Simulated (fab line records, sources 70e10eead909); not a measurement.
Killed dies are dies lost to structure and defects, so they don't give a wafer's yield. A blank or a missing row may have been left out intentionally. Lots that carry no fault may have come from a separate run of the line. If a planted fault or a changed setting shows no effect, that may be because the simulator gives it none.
The tool behind it: which one?    flow nand_harc    6 lots with 18 wafers sampled at 5 steps, on a route of 1302 steps

## WHAT THE GAUGES SHOWED, per wafer
NHARC_END_SORT_01.
lot   measured      on         killed_at_array
L665  day 29 21:17  prober-01  59 53 64

## WHAT TOOL EACH LOT RAN ON (gives the tool, then ch and the chambers of the sampled wafers, and finally the start)
lot   NHARC_P_GATE_STRIP_113                NHARC_P_GATE_STRIP_95                 NHARC_P_GATE_RTA_80               NHARC_P_CONTACT_ETCH_35
L652  plasma_asher-01 ch 0,1, day 5 22:58   plasma_asher-01 ch 0,1, day 5 23:41   rtp_anneal-02 ch 0, day 6 00:51   rie_diel-02 ch 0,1,2, day 6 03:16
L655  plasma_asher-02 ch 0,1, day 7 08:52   plasma_asher-02 ch 0,1, day 7 09:35   rtp_anneal-01 ch 0, day 7 10:45   rie_diel-02 ch 0,2, day 7 13:18
L660  plasma_asher-01 ch 0,1, day 9 13:30   plasma_asher-01 ch 0,1, day 9 14:13   rtp_anneal-01 ch 0, day 9 15:25   rie_diel-06 ch 1,2,3, day 9 17:55
L665  plasma_asher-01 ch 0,1, day 11 18:48  plasma_asher-01 ch 0,1, day 11 19:31  rtp_anneal-01 ch 0, day 11 20:42  rie_diel-06 ch 1,2,3, day 11 23:13
L668  plasma_asher-01 ch 0,1, day 12 19:53  plasma_asher-01 ch 0,1, day 12 20:30  rtp_anneal-01 ch 0, day 12 21:41  rie_diel-02 ch 2,3, day 13 00:05
L674  plasma_asher-02 ch 0,1, day 15 13:11  plasma_asher-02 ch 0,1, day 15 13:41  rtp_anneal-01 ch 0, day 15 14:56  rie_diel-05 ch 0,3, day 15 17:42
- NHARC_P_GATE_STRIP_113: strips in N2/H2, time 740 s.
- NHARC_P_GATE_STRIP_95: strips in O2.
- NHARC_P_GATE_RTA_80: time 30 s.
- NHARC_P_CONTACT_ETCH_35: etches the open film in CF4, target depth 39 nm, time 65 s.

## THE ANSWER, worked out from the rows above alone
Rule: what is usual is taken from the lots themselves. The widest of any qualifying gaps counts: lots, ordered by their means at a reading, are off when they make up no more than a third of the lots, leave a main group of 4 or more, and stand apart from it by 3 or more times the standard deviation of that group's means. Not used: any main group whose means are identical at the precision the tables above print for the reading. Also off: a lot with no number at a reading for which 4 or more lots have one. All remaining lots with rows at the step are treated as sound.
None of the lots is off at any reading shown; this tells nothing.

## WHAT HAD BEEN PUT IN BY THE SIMULATOR
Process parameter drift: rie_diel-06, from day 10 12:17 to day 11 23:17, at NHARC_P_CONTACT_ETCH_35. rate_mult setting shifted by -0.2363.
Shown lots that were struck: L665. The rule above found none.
